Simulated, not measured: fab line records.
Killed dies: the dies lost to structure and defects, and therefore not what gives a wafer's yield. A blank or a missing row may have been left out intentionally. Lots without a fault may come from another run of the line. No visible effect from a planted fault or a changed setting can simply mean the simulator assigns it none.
Split-lot study :: flow n5_finfet :: 21 wafers read from 7 lots, route of 1938 steps

THE SPLIT
At N5_GATE_CUT_ALD_22 (deposits SiNx, target thk 16 nm, pulse time 1 s, ald cycles 320), the setting ald_cycles was moved away from the recipe's 320 on 10 of the 21 wafers read, by -14.1% to +11.3%. For the rest of the wafers, this setting stayed at what the recipe calls for.

The split's own step is where the reading is taken.

THE READING
SiNx_of_GATE_CUT_ALD_22.thk_nm (the simulator's own value, which no gauge read), in nm, at N5_GATE_CUT_ALD_22 (deposits SiNx, target thk 16 nm, pulse time 1 s, ald cycles 320). The file gives no usual value for it. Here, 11 wafers ran the recipe; their average is 16.0 nm with a standard deviation of 0.11 nm.

wafer: L078.4
tool, chamber at the split: ald_sin-03, 3,2
ald_cycles as run: 298
against the recipe: -6.9%
SiNx_of_GATE_CUT_ALD_22.thk_nm, nm: 15
against lot-mates on the recipe: -1.0

wafer: L078.5
tool, chamber at the split: ald_sin-03, 3,2
ald_cycles as run: 298
against the recipe: -6.9%
SiNx_of_GATE_CUT_ALD_22.thk_nm, nm: 15
against lot-mates on the recipe: -1.0

wafer: L078.6
tool, chamber at the split: ald_sin-03, 1
ald_cycles as run: 320
against the recipe: recipe
SiNx_of_GATE_CUT_ALD_22.thk_nm, nm: 16
against lot-mates on the recipe: -

wafer: L082.3
tool, chamber at the split: ald_sin-03, 0
ald_cycles as run: 320
against the recipe: recipe
SiNx_of_GATE_CUT_ALD_22.thk_nm, nm: 16.2
against lot-mates on the recipe: -

wafer: L082.4
tool, chamber at the split: ald_sin-03, 1
ald_cycles as run: 303
against the recipe: -5.3%
SiNx_of_GATE_CUT_ALD_22.thk_nm, nm: 15
against lot-mates on the recipe: -1.2

wafer: L082.5
tool, chamber at the split: ald_sin-03, 3
ald_cycles as run: 303
against the recipe: -5.3%
SiNx_of_GATE_CUT_ALD_22.thk_nm, nm: 15.2
against lot-mates on the recipe: -1.0

wafer: L085.2
tool, chamber at the split: ald_sin-01, 0
ald_cycles as run: 320
against the recipe: recipe
SiNx_of_GATE_CUT_ALD_22.thk_nm, nm: 16
against lot-mates on the recipe: -

wafer: L085.3
tool, chamber at the split: ald_sin-01, 2
ald_cycles as run: 320
against the recipe: recipe
SiNx_of_GATE_CUT_ALD_22.thk_nm, nm: 16.2
against lot-mates on the recipe: -

wafer: L085.5
tool, chamber at the split: ald_sin-01, 1
ald_cycles as run: 275
against the recipe: -14.1%
SiNx_of_GATE_CUT_ALD_22.thk_nm, nm: 13.8
against lot-mates on the recipe: -2.3

wafer: L088.2
tool, chamber at the split: ald_sin-01, 3
ald_cycles as run: 320
against the recipe: recipe
SiNx_of_GATE_CUT_ALD_22.thk_nm, nm: 16.2
against lot-mates on the recipe: -

wafer: L088.3
tool, chamber at the split: ald_sin-01, 1
ald_cycles as run: 284
against the recipe: -11.3%
SiNx_of_GATE_CUT_ALD_22.thk_nm, nm: 14.4
against lot-mates on the recipe: -1.7

wafer: L088.6
tool, chamber at the split: ald_sin-01, 0
ald_cycles as run: 320
against the recipe: recipe
SiNx_of_GATE_CUT_ALD_22.thk_nm, nm: 16
against lot-mates on the recipe: -

wafer: L089.1
tool, chamber at the split: ald_sin-04, 1,3
ald_cycles as run: 356
against the recipe: +11.3%
SiNx_of_GATE_CUT_ALD_22.thk_nm, nm: 17.8
against lot-mates on the recipe: +1.8

wafer: L089.5
tool, chamber at the split: ald_sin-04, 1,3
ald_cycles as run: 356
against the recipe: +11.3%
SiNx_of_GATE_CUT_ALD_22.thk_nm, nm: 17.8
against lot-mates on the recipe: +1.8

wafer: L089.2
tool, chamber at the split: ald_sin-04, 0
ald_cycles as run: 320
against the recipe: recipe
SiNx_of_GATE_CUT_ALD_22.thk_nm, nm: 16
against lot-mates on the recipe: -

wafer: L091.1
tool, chamber at the split: ald_sin-01, 0
ald_cycles as run: 320
against the recipe: recipe
SiNx_of_GATE_CUT_ALD_22.thk_nm, nm: 15.8
against lot-mates on the recipe: -

wafer: L091.3
tool, chamber at the split: ald_sin-01, 2,1
ald_cycles as run: 320
against the recipe: recipe
SiNx_of_GATE_CUT_ALD_22.thk_nm, nm: 16
against lot-mates on the recipe: -

wafer: L091.5
tool, chamber at the split: ald_sin-01, 2,1
ald_cycles as run: 320
against the recipe: recipe
SiNx_of_GATE_CUT_ALD_22.thk_nm, nm: 16
against lot-mates on the recipe: -

wafer: L093.2
tool, chamber at the split: ald_sin-03, 0
ald_cycles as run: 301
against the recipe: -5.9%
SiNx_of_GATE_CUT_ALD_22.thk_nm, nm: 15.2
against lot-mates on the recipe: -0.8

wafer: L093.5
tool, chamber at the split: ald_sin-03, 2
ald_cycles as run: 320
against the recipe: recipe
SiNx_of_GATE_CUT_ALD_22.thk_nm, nm: 16
against lot-mates on the recipe: -

wafer: L093.6
tool, chamber at the split: ald_sin-03, 1
ald_cycles as run: 301
against the recipe: -5.9%
SiNx_of_GATE_CUT_ALD_22.thk_nm, nm: 15
against lot-mates on the recipe: -1.0
Rows listing several chambers each stand for several wafers; the file does not say which wafer went through which chamber.

FIT RESULTS
A straight line over all 21 wafers: SiNx_of_GATE_CUT_ALD_22.thk_nm changes by +0.156 nm for each +1% of ald_cycles; r = +0.99; the points scatter about the line by 0.11 nm.
The same after taking each lot's own level away (the mean of its wafers on the recipe; 21 wafers): +0.16 nm for each +1%; r = +0.99; scatter 0.12 nm.
On that fit, the largest move of ald_cycles shifts the reading by 2.2 nm.
The lots' own levels span 15.93 to 16.20 nm, that is 2.3 times the standard deviation above.
So the lot-to-lot level changes the slope little: the two slopes agree.
Check: with one of the wafers moved furthest among these (-14.1%) left out of the fit, the line predicts -2.24 nm for it against its lot-mates. It came out at -2.3 nm against them.

THESE WAFERS: OTHER SPLITS
These wafers also went through other splits before the reading. Each is held against what the fit with the lots' levels taken away leaves over:
other split on the same wafers: N5_SD_EPI_N_PEB_07 peb_temp_c
wafers away from the commonest value: 7
r with SiNx_of_GATE_CUT_ALD_22.thk_nm (lot level and that fit taken away): -0.31

other split on the same wafers: N5_SD_EPI_N_ETCH_45 target_depth_a
wafers away from the commonest value: 10
r with SiNx_of_GATE_CUT_ALD_22.thk_nm (lot level and that fit taken away): -0.39

other split on the same wafers: N5_SD_EPI_P_ETCH_36 bias_w
wafers away from the commonest value: 5
r with SiNx_of_GATE_CUT_ALD_22.thk_nm (lot level and that fit taken away): -0.13

other split on the same wafers: N5_HKMG_FIN_EXPOSE_46 dose_mj
wafers away from the commonest value: 9
r with SiNx_of_GATE_CUT_ALD_22.thk_nm (lot level and that fit taken away): +0.19

other split on the same wafers: N5_HKMG_FIN_ETCH_58 source_w
wafers away from the commonest value: 6
r with SiNx_of_GATE_CUT_ALD_22.thk_nm (lot level and that fit taken away): -0.19

THE FILE'S OWN FIT
SiNx_of_GATE_CUT_ALD_22.thk_nm changes by +0.16 nm for each +1% of ald_cycles, r = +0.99.
